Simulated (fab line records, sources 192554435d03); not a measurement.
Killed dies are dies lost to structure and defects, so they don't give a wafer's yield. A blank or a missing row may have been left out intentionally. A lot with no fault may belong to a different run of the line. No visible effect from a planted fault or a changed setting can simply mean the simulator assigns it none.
Which tool was responsible? :: flow n5_finfet :: 36 wafers from 12 lots sampled at 4 of the route's 1938 steps

## WHAT THE GAUGES READ, wafer by wafer
N5_START_INSPECT_01: inspects for defects (unpatterned scan). Usual: raw_defect_count at 6.5, with a standard deviation of 2.3.
lot: L725
measured: day 1 12:02
on: defect_inspect-02
raw_defect_count: 9 5 4
flag: 

lot: L726
measured: day 1 18:02
on: defect_inspect-02
raw_defect_count: 3 4 6
flag: 

lot: L728
measured: day 2 06:02
on: defect_inspect-02
raw_defect_count: 7 3 4
flag: 

lot: L731
measured: day 3 00:02
on: defect_inspect-01
raw_defect_count: 9 5 9
flag: 

lot: L732
measured: day 3 06:02
on: defect_inspect-01
raw_defect_count: 6 7 12
flag: 

lot: L733
measured: day 3 12:02
on: defect_inspect-01
raw_defect_count: 6 7 8
flag: 

lot: L734
measured: day 3 18:02
on: defect_inspect-01
raw_defect_count: 7 4 3
flag: 

lot: L736
measured: day 4 06:02
on: defect_inspect-01
raw_defect_count: 2 4 3
flag: 

lot: L737
measured: day 4 12:02
on: defect_inspect-01
raw_defect_count: 10 5 6
flag: 

lot: L739
measured: day 5 00:02
on: defect_inspect-02
raw_defect_count: 9 10 9
flag: 

lot: L741
measured: day 5 12:02
on: defect_inspect-01
raw_defect_count: 5 4 10
flag: 

lot: L747
measured: day 7 00:02
on: defect_inspect-01
raw_defect_count: 6 4 7
flag: 

N5_ZERO_LAYER_CD_MEAS_11: the cd target is 2000 nm. Usual: cd_nm at 1999.6 nm, with a standard deviation of 1.3.
lot: L725
measured: day 1 12:39
on: cd_sem-03
cd_nm (nm): 1999.3 2002.7 2001.2
flag: 

lot: L726
measured: day 1 18:38
on: cd_sem-01
cd_nm (nm): 1997.0 2000.9 2001.2
flag: 

lot: L728
measured: day 2 06:58
on: cd_sem-02
cd_nm (nm): 2002.3 2002.1 2000.6
flag: 

lot: L731
measured: day 3 00:40
on: cd_sem-01
cd_nm (nm): 1999.1 1998.5 1999.2
flag: 

lot: L732
measured: day 3 06:46
on: cd_sem-03
cd_nm (nm): 1998.7 1997.4 1997.3
flag: 

lot: L733
measured: day 3 12:47
on: cd_sem-02
cd_nm (nm): 2009.5 2011.3 2009.5
flag: OFF

lot: L734
measured: day 3 18:47
on: cd_sem-01
cd_nm (nm): 1998.4 1999.9 2000.3
flag: 

lot: L736
measured: day 4 06:46
on: cd_sem-03
cd_nm (nm): 2005.4 2006.9 2007.9
flag: OFF

lot: L737
measured: day 4 12:47
on: cd_sem-03
cd_nm (nm): 2000.2 2001.5 2000.7
flag: 

lot: L739
measured: day 5 00:46
on: cd_sem-02
cd_nm (nm): 2005.5 2007.1 2006.4
flag: OFF

lot: L741
measured: day 5 12:46
on: cd_sem-01
cd_nm (nm): 1998.6 1999.5 1999.8
flag: 

lot: L747
measured: day 7 00:46
on: cd_sem-03
cd_nm (nm): 2001.4 2000.8 2000.7
flag: 

N5_WELL_APT_CD_MEAS_25: the cd target is 200 nm. Usual: cd_nm at 200.3 nm, with a standard deviation of 1.4.
lot: L725
measured: day 1 15:04
on: cd_sem-01
cd_nm (nm): 197.4 199.9 198.1
flag: 

lot: L726
measured: day 1 20:56
on: cd_sem-03
cd_nm (nm): 201.7 201.5 202.4
flag: 

lot: L728
measured: day 2 09:31
on: cd_sem-02
cd_nm (nm): 200.7 201.3 200.9
flag: 

lot: L731
measured: day 3 02:43
on: cd_sem-02
cd_nm (nm): 199.3 200.9 198.5
flag: 

lot: L732
measured: day 3 08:56
on: cd_sem-01
cd_nm (nm): 200.9 201.3 200.5
flag: 

lot: L733
measured: day 3 14:58
on: cd_sem-03
cd_nm (nm): 201.8 200.1 200.5
flag: 

lot: L734
measured: day 3 21:18
on: cd_sem-01
cd_nm (nm): 199.4 201.4 200.1
flag: 

lot: L736
measured: day 4 08:48
on: cd_sem-02
cd_nm (nm): 200.8 201.7 197.9
flag: 

lot: L737
measured: day 4 15:18
on: cd_sem-01
cd_nm (nm): 201.2 200.5 201.0
flag: 

lot: L739
measured: day 5 03:56
on: cd_sem-01
cd_nm (nm): 201.5 201.8 200.2
flag: 

lot: L741
measured: day 5 14:52
on: cd_sem-03
cd_nm (nm): 200.5 199.3 199.6
flag: 

lot: L747
measured: day 7 03:06
on: cd_sem-03
cd_nm (nm): 199.6 200.2 199.0
flag: 

## WHICH TOOL RAN EACH LOT (tool, then ch and the chambers of the sampled wafers, then the start)
lot: L725
N5_ZERO_LAYER_EXPOSE_08: krf_scanner-02 ch 0, day 1 12:29

lot: L726
N5_ZERO_LAYER_EXPOSE_08: krf_scanner-02 ch 0, day 1 18:28

lot: L728
N5_ZERO_LAYER_EXPOSE_08: krf_scanner-02 ch 0, day 2 06:47

lot: L731
N5_ZERO_LAYER_EXPOSE_08: krf_scanner-02 ch 0, day 3 00:29

lot: L732
N5_ZERO_LAYER_EXPOSE_08: krf_scanner-01 ch 0, day 3 06:36

lot: L733
N5_ZERO_LAYER_EXPOSE_08: krf_scanner-02 ch 0, day 3 12:37

lot: L734
N5_ZERO_LAYER_EXPOSE_08: krf_scanner-01 ch 0, day 3 18:37

lot: L736
N5_ZERO_LAYER_EXPOSE_08: krf_scanner-02 ch 0, day 4 06:36

lot: L737
N5_ZERO_LAYER_EXPOSE_08: krf_scanner-01 ch 0, day 4 12:37

lot: L739
N5_ZERO_LAYER_EXPOSE_08: krf_scanner-02 ch 0, day 5 00:35

lot: L741
N5_ZERO_LAYER_EXPOSE_08: krf_scanner-01 ch 0, day 5 12:36

lot: L747
N5_ZERO_LAYER_EXPOSE_08: krf_scanner-01 ch 0, day 7 00:36
- N5_ZERO_LAYER_EXPOSE_08: exposes mask ZERO, defocus 0 nm, target cd 2000 nm.

## WHAT THE TOOLS THEMSELVES READ (means of the sampled wafers that have a number; where no wafer has one, the mark that the record gives instead)
N5_ZERO_LAYER_EXPOSE_08. Usual: exposure_dose_mJ_cm2 at 16.24, with a standard deviation of 0.089.
lot: L725
tool: krf_scanner-02
exposure_dose_mJ_cm2: 16.19
flag: 

lot: L726
tool: krf_scanner-02
exposure_dose_mJ_cm2: 16.18
flag: 

lot: L728
tool: krf_scanner-02
exposure_dose_mJ_cm2: 16.22
flag: 

lot: L731
tool: krf_scanner-02
exposure_dose_mJ_cm2: 16.16
flag: 

lot: L732
tool: krf_scanner-01
exposure_dose_mJ_cm2: 16.36
flag: 

lot: L733
tool: krf_scanner-02
exposure_dose_mJ_cm2: 16.98
flag: OFF

lot: L734
tool: krf_scanner-01
exposure_dose_mJ_cm2: 16.38
flag: 

lot: L736
tool: krf_scanner-02
exposure_dose_mJ_cm2: 16.81
flag: OFF

lot: L737
tool: krf_scanner-01
exposure_dose_mJ_cm2: 16.36
flag: 

lot: L739
tool: krf_scanner-02
exposure_dose_mJ_cm2: 16.69
flag: OFF

lot: L741
tool: krf_scanner-01
exposure_dose_mJ_cm2: 16.40
flag: 

lot: L747
tool: krf_scanner-01
exposure_dose_mJ_cm2: 16.35
flag: 

## THE ANSWER, worked out from the rows above alone
Rule: lot off if the mean of its wafers having a number is beyond 3 standard deviations from the usual mean. Also off: a lot with no number at a reading for which 4 or more lots have one. The other lots that the step has rows for count as sound. After the gauges, taken in route order, come the tools' own readings; for these a lot's mean is taken, as printed above. The first step at which some lot is off is used, and at that step the reading that is off furthest; a lot without a number counts as furthest.
Off at N5_ZERO_LAYER_CD_MEAS_11 (cd_nm): L733, L736, L739.
If a tool, at a process step before that reading, ran all the lots that are off and no sound lot after the first of them, it fits. The gauges at N5_ZERO_LAYER_CD_MEAS_11 aren't tried: what is off there is off at N5_ZERO_LAYER_EXPOSE_08 too, on other tools, and a gauge's error can't cause that. One fits: N5_ZERO_LAYER_EXPOSE_08 on krf_scanner-02. Its last sound lot is L731 (day 3 00:29), its first lot that is off L733 (day 3 12:37): a fault that began between those two fits.
On the lots that are off, the tool's own readings at N5_ZERO_LAYER_EXPOSE_08 differ by more than 5 times the standard deviation of the sound lots' means, which bears it out; exposure_dose_mJ_cm2 reads 16.83 there versus 16.29 on the sound lots.

## WHAT HAD BEEN PUT IN BY THE SIMULATOR
Drift in process parameters on krf_scanner-02 at N5_ZERO_LAYER_EXPOSE_08, starting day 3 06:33. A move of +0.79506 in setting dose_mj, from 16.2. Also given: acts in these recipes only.
Shown lots that were struck: L733, L736, L739. The same result came from the rule above.
